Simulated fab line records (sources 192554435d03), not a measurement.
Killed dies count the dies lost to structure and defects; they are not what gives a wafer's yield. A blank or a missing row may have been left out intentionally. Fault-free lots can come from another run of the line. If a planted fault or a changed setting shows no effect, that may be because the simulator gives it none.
fab line records -- flow n5-finfet
[record] lots = 11, wafers = 28, last-day = 19
route steps=1938 shown BEOL_M0@734 BEOL_M1@753 BEOL_M4@1111 PASSIVATION@1936
lots that met no fault: from a run of the same line without faults
start-h: hours from the record's opening day to when the first of the lot's shown wafers began -- wait-h: hours elapsed since this lot's preceding step -- " the same as in the row above -- L1.1+2: several wafers, shown together as one row -- - no value, or no start was given -- * or withheld: withheld -- < > ~ a bound
route shown NAME@n: a module of which the file shows steps, and the number in the route of the first -- usual: mean/standard deviation taken from wafers without a fault -- same: alike in all rows -- chamber/n: place in a boat -- sites: per-site readings -- _std_site: the values' standard deviation -- _edge_site: outer sites' mean less inner sites' -- radius-mm: how far each site lies from the wafer's centre -- mask NAME#n: copy n -- behind: the tool/chamber that last shaped the wafer -- hold: why the lot was held/for how many hours/how that ended -- device: names the non-switching transistor (n, p or np) -- end of line: tests of these same wafers at the route's end -- a step given without rows: its recipe and nothing more -- killed: the dies lost at the first sort to structure and to defects; this is not the yield of the wafer -- map: per-die view of a wafer (x killed, . not killed, _ where there is no die)
set.NAME: the setting as run; set.NAME@STEP: as run at that earlier step -- model.NAME: the simulator's own value behind a step, which no gauge read
route steps across a sampled set of lots; one table per step, one row per wafer
services: when a tool's chamber went out of use (start-h, in hours from the record's first day, below 0 if earlier), for how many hours, and the reason
[[steps]]
[step N5_BEOL_M0_SPUTTER_116]
[recipe] material = Cu, target-thk-a = 40, temp-c = -20, chamber-pressure-pa = 0.07, power-w = withheld, time-s = 7.37
[usual] susceptor-temp-C = -20.00/0.1, throttle-valve-pct = 29.7/1.3
lot.wafer,tool,chamber,start-h,wait-h,susceptor-temp-C,throttle-valve-pct
L602.1,pvd-sputter-03,-,144.78,1.3,-20.01,29.8
L602.5,pvd-sputter-03,-,144.78,1.3,-20.06,29.0
L602.6,pvd-sputter-03,-,144.78,1.3,-20.18,29.0
L603.1,pvd-sputter-01,-,149.30,0.1,-20.10,30.7
L603.5,pvd-sputter-01,-,149.30,0.1,-19.90,28.5
L606.1,pvd-sputter-03,-,159.28,1.1,-19.90,29.6
L606.3,pvd-sputter-03,-,159.28,1.1,-20.16,28.8
L606.4,pvd-sputter-03,-,159.28,1.1,-19.79,27.8
L607.1,pvd-sputter-03,-,160.76,0.1,-20.06,28.2
L607.2,pvd-sputter-03,-,160.76,0.1,-20.10,29.3
L607.4,pvd-sputter-03,-,160.76,0.1,-20.00,28.7
L608.2,pvd-sputter-03,-,179.09,0.1,-20.03,28.8
L608.5,pvd-sputter-03,-,179.09,0.1,-19.94,27.8
L609.1,pvd-sputter-02,-,184.81,1.5,-19.98,28.9
L609.2,pvd-sputter-02,-,184.81,1.5,-20.15,31.3
L609.5,pvd-sputter-02,-,184.81,1.5,-20.01,31.4
L614.1,pvd-sputter-03,-,203.96,0.1,-19.93,29.0
L614.4,pvd-sputter-03,-,203.96,0.1,-19.96,29.5
L619.1,pvd-sputter-01,-,234.89,0.2,-20.19,30.9
L619.3,pvd-sputter-01,-,234.89,0.2,-19.92,28.4
L620.1,pvd-sputter-01,-,241.28,1.1,-20.03,32.8
L620.2,pvd-sputter-01,-,241.28,1.1,-20.08,28.3
L620.5,pvd-sputter-01,-,241.28,1.1,-20.03,30.7
L621.1,pvd-sputter-02,-,246.50,0.5,-20.14,28.6
L621.5,pvd-sputter-02,-,246.50,0.5,-19.94,30.3
L621.6,pvd-sputter-02,-,246.50,0.5,-19.81,31.3
L623.1,pvd-sputter-02,-,254.23,0.2,-20.10,31.3
L623.4,pvd-sputter-02,-,254.23,0.2,-20.11,28.9
[step N5_BEOL_M0_INSPECT_127]
[recipe] inspect-instrument = darkfield, mode = post-dep
[usual] raw-defect-count = 71/26
lot.wafer,tool,chamber,start-h,wait-h,raw-defect-count
L602.1,defect-inspect-01,-,146.21,0.0,60
L602.5,defect-inspect-01,-,146.21,0.0,76
L602.6,defect-inspect-01,-,146.21,0.0,31
L603.1,defect-inspect-01,-,150.76,0.0,63
L603.5,defect-inspect-01,-,150.76,0.0,79
L606.1,defect-inspect-01,-,160.80,0.0,104
L606.3,defect-inspect-01,-,160.80,0.0,73
L606.4,defect-inspect-01,-,160.80,0.0,65
L607.1,defect-inspect-01,-,162.35,0.0,95
L607.2,defect-inspect-01,-,162.35,0.0,79
L607.4,defect-inspect-01,-,162.35,0.0,190
L608.2,defect-inspect-01,-,180.56,0.0,38
L608.5,defect-inspect-01,-,180.56,0.0,38
L609.1,defect-inspect-01,-,186.26,0.0,61
L609.2,defect-inspect-01,-,186.26,0.0,90
L609.5,defect-inspect-01,-,186.26,0.0,71
L614.1,defect-inspect-01,-,205.70,0.0,70
L614.4,defect-inspect-01,-,205.70,0.0,90
L619.1,defect-inspect-01,-,236.54,0.0,91
L619.3,defect-inspect-01,-,236.54,0.0,121
L620.1,defect-inspect-02,-,242.71,0.0,30
L620.2,defect-inspect-02,-,242.71,0.0,59
L620.5,defect-inspect-02,-,242.71,0.0,77
L621.1,defect-inspect-01,-,247.94,0.0,86
L621.5,defect-inspect-01,-,247.94,0.0,172
L621.6,defect-inspect-01,-,247.94,0.0,115
L623.1,defect-inspect-01,-,255.68,0.0,71
L623.4,defect-inspect-01,-,255.68,0.0,66
[step N5_BEOL_M1_PECVD_72]
[recipe] material = SiO2, target-thk-a = 160, temp-c = 400, precursor = TEOS/O2, pressure-torr = 5.5, rf-w = 450, teos-flow-sccm = 53.8, gas = O2, flow-sccm = 3000, time-s = 18
[usual] heater-power-w = 736/93, showerhead-plenum-p-Torr = 8.79/0.071, susceptor-temp-C = 399.99/0.23, throttle-valve-pct = 22.4/1.3
lot.wafer,tool,chamber,start-h,wait-h,heater-power-w,showerhead-plenum-p-Torr,susceptor-temp-C,throttle-valve-pct
L602.1,pecvd-04,2,146.35,0.0,928,8.71,399.50,20.5
L602.5,pecvd-04,0,146.35,0.0,847,8.69,399.84,21.9
L602.6,pecvd-04,2,146.35,0.0,921,8.71,399.70,20.3
L603.1,pecvd-02,2,150.91,0.0,704,8.81,400.12,23.8
L603.5,pecvd-02,0,150.91,0.0,813,8.85,400.21,22.1
L606.1,pecvd-02,0,160.94,0.0,830,8.87,399.91,22.5
L606.3,pecvd-02,1,160.94,0.0,650,8.80,400.06,24.0
L606.4,pecvd-02,1,160.94,0.0,642,8.82,399.87,23.9
L607.1,pecvd-04,2,162.49,0.0,957,8.69,432.69,20.4
L607.2,pecvd-04,1,162.49,0.0,808,8.85,432.40,24.4
L607.4,pecvd-04,0,162.49,0.0,1084,8.68,432.84,21.9
L608.2,pecvd-03,2,180.70,0.0,728,8.82,399.77,21.5
L608.5,pecvd-03,0,180.70,0.0,642,8.88,399.55,22.5
L609.1,pecvd-04,1,186.40,0.0,754,8.85,432.59,24.2
L609.2,pecvd-04,2,186.40,0.0,1149,8.69,432.61,20.4
L609.5,pecvd-04,2,186.40,0.0,1144,8.70,432.51,20.7
L614.1,pecvd-02,0,205.84,0.0,718,8.85,399.82,22.3
L614.4,pecvd-02,1,205.84,0.0,650,8.81,399.68,23.9
L619.1,pecvd-02,1,236.68,0.0,614,8.81,400.26,23.9
L619.3,pecvd-02,0,236.68,0.0,793,8.85,400.00,22.4
L620.1,pecvd-04,1,242.87,0.0,751,8.83,399.78,24.5
L620.2,pecvd-04,0,242.87,0.0,841,8.69,399.93,21.9
L620.5,pecvd-04,1,242.87,0.0,742,8.84,399.83,24.7
L621.1,pecvd-03,2,248.08,0.0,748,8.80,400.16,21.8
L621.5,pecvd-03,1,248.08,0.0,580,8.83,400.11,22.4
L621.6,pecvd-03,0,248.08,0.0,576,8.88,400.15,22.3
L623.1,pecvd-04,0,255.82,0.0,752,8.68,399.78,21.9
L623.4,pecvd-04,1,255.82,0.0,595,8.86,399.79,24.4
[step N5_BEOL_M1_CMP_52]
[recipe] stop-on = SiOC, t-overpolish-s = 6.8, down-force-psi = 1, platen-rpm = 50, clearing-platen-down-force-psi = 1.5, clearing-platen-rpm = 50, post-cmp-clean = cu-alkaline, target-thk-nm = 40, clearing-platen-pad-velocity-m-s = 0.99484, pad-velocity-m-s = 0.99484
[usual] barrier-field-endpoint-s = 24.9/0.73, motor-current-A = 6.1/0.65, pad-life-wafers = 639/470
lot.wafer,tool,chamber,start-h,wait-h,barrier-field-endpoint-s,motor-current-A,pad-life-wafers
L602.1,cmp-02,3,163.01,0.3,25.2,6.2,446
L602.5,cmp-02,1,163.01,0.3,25.6,5.6,-
L602.6,cmp-02,2,163.01,0.3,25.4,5.1,-
L603.1,cmp-03,3,169.48,0.4,25.6,5.4,1713
L603.5,cmp-03,0,169.48,0.4,24.3,6.6,-
L606.1,cmp-02,0,182.45,0.3,24.1,7.4,582
L606.4,cmp-02,1,182.45,0.3,25.0,5.4,583
L606.3,cmp-02,2,182.45,0.3,24.4,5.2,584
L607.2,cmp-02,1,196.01,0.2,20.9,6.0,678
L607.1,cmp-02,2,196.01,0.2,20.7,5.0,679
L607.4,cmp-02,3,196.01,0.2,21.6,6.8,680
L609.1,cmp-04,2,201.11,0.3,19.9,6.3,480
L609.2,cmp-04,3,201.11,0.3,19.7,5.6,481
L609.5,cmp-04,2,201.11,0.3,20.0,6.6,-
L608.2,cmp-04,0,202.42,0.3,24.0,5.9,495
L608.5,cmp-04,2,202.42,0.3,24.9,6.0,-
L614.4,cmp-03,1,216.53,0.1,25.1,6.5,2046
L614.1,cmp-03,3,216.53,0.1,24.5,5.6,2048
L619.3,cmp-04,2,262.74,0.2,23.9,6.2,961
L619.1,cmp-04,0,262.74,0.2,25.5,5.8,963
L620.2,cmp-04,1,263.81,0.3,24.5,6.2,974
L620.1,cmp-04,2,263.81,0.3,23.8,6.3,975
L620.5,cmp-04,0,263.81,0.3,24.4,6.1,-
L621.1,cmp-03,3,268.30,0.3,23.3,5.6,276
L621.6,cmp-03,3,268.30,0.3,24.7,5.5,-
L621.5,cmp-03,0,268.30,0.3,23.7,6.7,-
L623.1,cmp-03,0,278.48,0.3,23.9,6.7,360
L623.4,cmp-03,1,278.48,0.3,25.0,6.1,361
[step N5_BEOL_M4_RC_MEAS_101]
[usual] DIBL_N = 36.4/2.2, DIBL_P = 36.3/2.5, IOFF_N = 0.17/0.052, IOFF_P = 0.23/0.049, ION_N = 674/17, ION_P = 464/11, SS_N = 71.7/0.98, SS_P = 73.3/0.84, VT_N = 250/4, VT_P = -249/3.8
lot.wafer,tool,chamber,start-h,wait-h,DIBL_N[mV/V],DIBL_P[mV/V],IOFF_N[nA/um],IOFF_P[nA/um],ION_N[uA/um],ION_P[uA/um],SS_N[mV/dec],SS_P[mV/dec],VT_N[mV],VT_P[mV]
L603.1,prober-02,0,228.12,0.0,37.2,36.4,0.19,0.25,657,448,73.0,74.4,248,-247
L603.5,prober-02,0,228.12,0.0,38.7,39.8,0.22,0.33,654,455,72.3,75.3,247,-245
L602.1,prober-02,0,239.10,0.0,37.6,38.8,0.21,0.33,691,477,71.3,73.8,246,-242
L602.5,prober-02,0,239.10,0.0,36.1,35.6,0.16,0.25,686,481,71.6,73.1,251,-244
L602.6,prober-02,0,239.10,0.0,33.2,33.2,0.12,0.21,656,464,70.8,72.4,256,-247
L609.1,prober-01,0,242.72,0.0,41.1,40.1,0.28,0.34,689,468,73.3,74.4,242,-240
L609.2,prober-01,0,242.72,0.0,36.0,35.0,0.16,0.24,667,465,70.9,72.9,248,-247
L609.5,prober-01,0,242.72,0.0,35.1,33.7,0.13,0.20,650,453,71.6,72.8,251,-249
L607.1,prober-02,0,247.49,0.0,35.6,35.1,0.13,0.18,666,454,71.5,73.4,254,-254
L607.2,prober-02,0,247.49,0.0,37.0,36.9,0.18,0.21,692,466,71.9,73.4,247,-249
L607.4,prober-02,0,247.49,0.0,36.9,38.0,0.17,0.23,677,465,70.9,74.2,249,-249
L606.1,prober-02,0,248.98,0.0,38.3,38.9,0.21,0.25,697,472,72.0,73.7,247,-249
L606.3,prober-02,0,248.98,0.0,39.6,38.2,0.22,0.24,675,456,72.2,74.4,248,-250
L606.4,prober-02,0,248.98,0.0,35.8,33.9,0.17,0.17,673,454,72.2,72.9,248,-252
L608.2,prober-01,0,259.32,0.2,34.4,35.8,0.15,0.20,683,464,72.2,73.1,248,-250
L608.5,prober-01,0,259.32,0.2,34.4,36.2,0.14,0.22,651,454,71.8,73.4,253,-252
L614.1,prober-01,0,277.38,0.0,35.7,34.5,0.13,0.21,649,452,70.9,73.4,254,-249
L614.4,prober-01,0,277.38,0.0,37.0,36.6,0.17,0.26,680,468,71.5,73.4,246,-246
L619.1,prober-02,0,317.45,0.0,36.8,36.9,0.18,0.24,689,468,71.7,72.9,245,-248
L619.3,prober-02,0,317.45,0.0,38.1,38.4,0.19,0.25,679,463,72.0,73.9,246,-245
L620.1,prober-01,0,326.37,0.0,33.2,33.6,0.11,0.17,667,459,70.6,71.8,252,-249
L620.2,prober-01,0,326.37,0.0,37.1,37.4,0.18,0.23,695,472,72.1,72.9,244,-244
L620.5,prober-01,0,326.37,0.0,35.7,35.1,0.15,0.18,659,451,70.6,72.5,251,-252
L621.1,prober-02,0,331.96,0.0,35.2,34.1,0.15,0.20,683,464,71.3,72.3,249,-251
L621.5,prober-02,0,331.96,0.0,35.0,34.6,0.14,0.20,675,466,71.2,72.1,251,-250
L621.6,prober-02,0,331.96,0.0,36.6,36.3,0.17,0.23,689,470,72.5,73.7,249,-249
L623.1,prober-01,0,349.46,0.7,33.5,34.5,0.12,0.19,652,459,71.2,72.9,255,-249
L623.4,prober-01,0,349.46,0.7,34.1,34.9,0.14,0.20,674,470,70.4,71.8,248,-249
[step N5_PASSIVATION_PROBE_49]
[usual] defect-limited-yield = 91.2/1.4, killed_at_M0_to_M3 = 34/9.3, killed_at_M4_up = 14/5.9, killed-at-contacts = 14/5.7, killed-at-front-end = 38/10, killed-at-other = 4/3.2, killed-dies = 104/17, killed-open = 67/13, killed-short = 33/6.9, sort_bin_5_function = 5.2/1, sort_bin_6_memory = 3.3/0.61, sort_bin_8_speed = 0.3/1.8, sort-n-pass = 1069/52
[same] gross-dies = 1180, killed-at-back-side = 0, sort_bin_4_leakage[%] = 0
lot.wafer,tool,chamber,start-h,wait-h,defect-limited-yield[%],killed_at_M0_to_M3,killed_at_M4_up,killed-at-contacts,killed-at-front-end,killed-at-other,killed-dies,killed-open,killed-short,sort_bin_5_function[%],sort_bin_6_memory[%],sort_bin_8_speed[%],sort-n-pass
L608.2,prober-01,-,372.00,0.1,91.4,35,8,5,50,4,102,65,34,4.7,3.7,0,1078
L608.5,prober-01,-,372.15,0.2,90.9,36,11,7,51,2,107,62,40,4.7,4.0,0,1073
L619.1,prober-02,-,417.78,0.0,90.8,39,8,16,42,4,109,67,38,5.7,3.4,0,1071
L619.3,prober-02,-,417.88,0.1,91.0,30,14,10,50,2,106,63,38,5.3,3.3,0,1074
// killed by level:class
L608.2 FIN_SAQP:geometric-particle:open=18 BEOL_M2:geometric-particle:open=11 FIN_SAQP:geometric-particle:short=7 DUMMY_GATE:geometric-particle:open=7 BEOL_M0_SAQP:geometric-particle:open=5 BEOL_M1:geometric-particle:open=5 BEOL_M0_SAQP:geometric-particle:short=4 GATE_CUT:geometric-particle:short=4
L608.5 BEOL_M0_SAQP:geometric-particle:open=12 FIN_SAQP:geometric-particle:short=10 FIN_SAQP:geometric-particle:open=9 DUMMY_GATE:geometric-particle:open=8 BEOL_M3:geometric-particle:open=6 STI_FIN_REVEAL:geometric-particle:open=5 GATE_CUT:geometric-particle:short=5 MOL_CONTACT_COAG:geometric-particle:open=5
L619.1 DUMMY_GATE:geometric-particle:open=12 MOL_CONTACT_COAG:geometric-particle:open=12 BEOL_M0_SAQP:geometric-particle:short=9 BEOL_M1:geometric-particle:open=8 FIN_SAQP:geometric-particle:open=7 BEOL_M0_SAQP:geometric-particle:open=5 GATE_CUT:geometric-particle:short=5 BEOL_M3:geometric-particle:open=5
L619.3 FIN_SAQP:geometric-particle:open=15 FIN_SAQP:geometric-particle:short=11 BEOL_M0_SAQP:geometric-particle:open=10 MOL_CONTACT_COAG:geometric-particle:open=8 BEOL_M2:geometric-particle:open=7 GATE_CUT:geometric-particle:short=6 BEOL_M0_SAQP:geometric-particle:short=6 STI_FIN_REVEAL:geometric-particle:open=5
[[services]]
tool,chamber,start-h,hours,kind
pecvd-04,2,123.59,16.5,scheduled-down
cmp-04,-,131.66,4.0,pm
cmp-04,-,135.66,-,consumable-replace:conditioner
cmp-04,-,135.66,-,consumable-replace:pad
cmp-02,-,151.06,3.3,repair
pecvd-04,1,151.27,2.1,scheduled-down
pvd-sputter-01,-,155.00,1.1,repair
pvd-sputter-01,-,161.50,48.4,repair
cmp-03,-,173.83,1.4,repair
cmp-03,-,181.81,7.0,pm
pecvd-02,1,190.96,5.5,scheduled-down
pecvd-02,2,196.28,4.4,repair
cmp-02,-,198.67,9.0,repair
cmp-02,-,213.11,2.2,repair
cmp-04,-,214.01,0.5,repair
cmp-04,-,222.93,2.0,repair
cmp-02,-,224.69,1.6,repair
cmp-03,-,227.34,4.0,pm
cmp-03,-,239.45,0.9,repair
pecvd-02,-,243.26,0.3,repair
pecvd-03,-,246.62,0.8,repair
pecvd-04,2,262.03,15.0,repair
pecvd-04,-,269.34,2.8,pm
cmp-04,-,274.33,6.9,pm
[[key]]
[first-sign] step = N5_BEOL_M1_PECVD_72, reading = susceptor-temp-C, direction = up, sigmas = 99+, usual = *, struck = *
[effect] step = N5_BEOL_M1_PECVD_72, reading = heater-power-w, direction = up, sigmas = 2.6, usual = *, struck = *, wafers-moved = 4
[effect] step = N5_BEOL_M1_CMP_52, reading = barrier-field-endpoint-s, direction = down, sigmas = 6, usual = 24.9, struck = 20.5
met-at N5_BEOL_M1_PECVD_72
struck-lots L607,L609
not-acting-at N5_BEOL_M0_SPUTTER_116,N5_BEOL_M0_INSPECT_127
onset-between 146.35 162.49
[fault] kind = process-parameter-drift, tool = pecvd-04, chamber = -, onset-h = 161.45, steps = N5_BEOL_M1_PECVD_72, channel = temp-c, offset = *, shape = step, end-h = 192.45, acts-in = *, stated = *
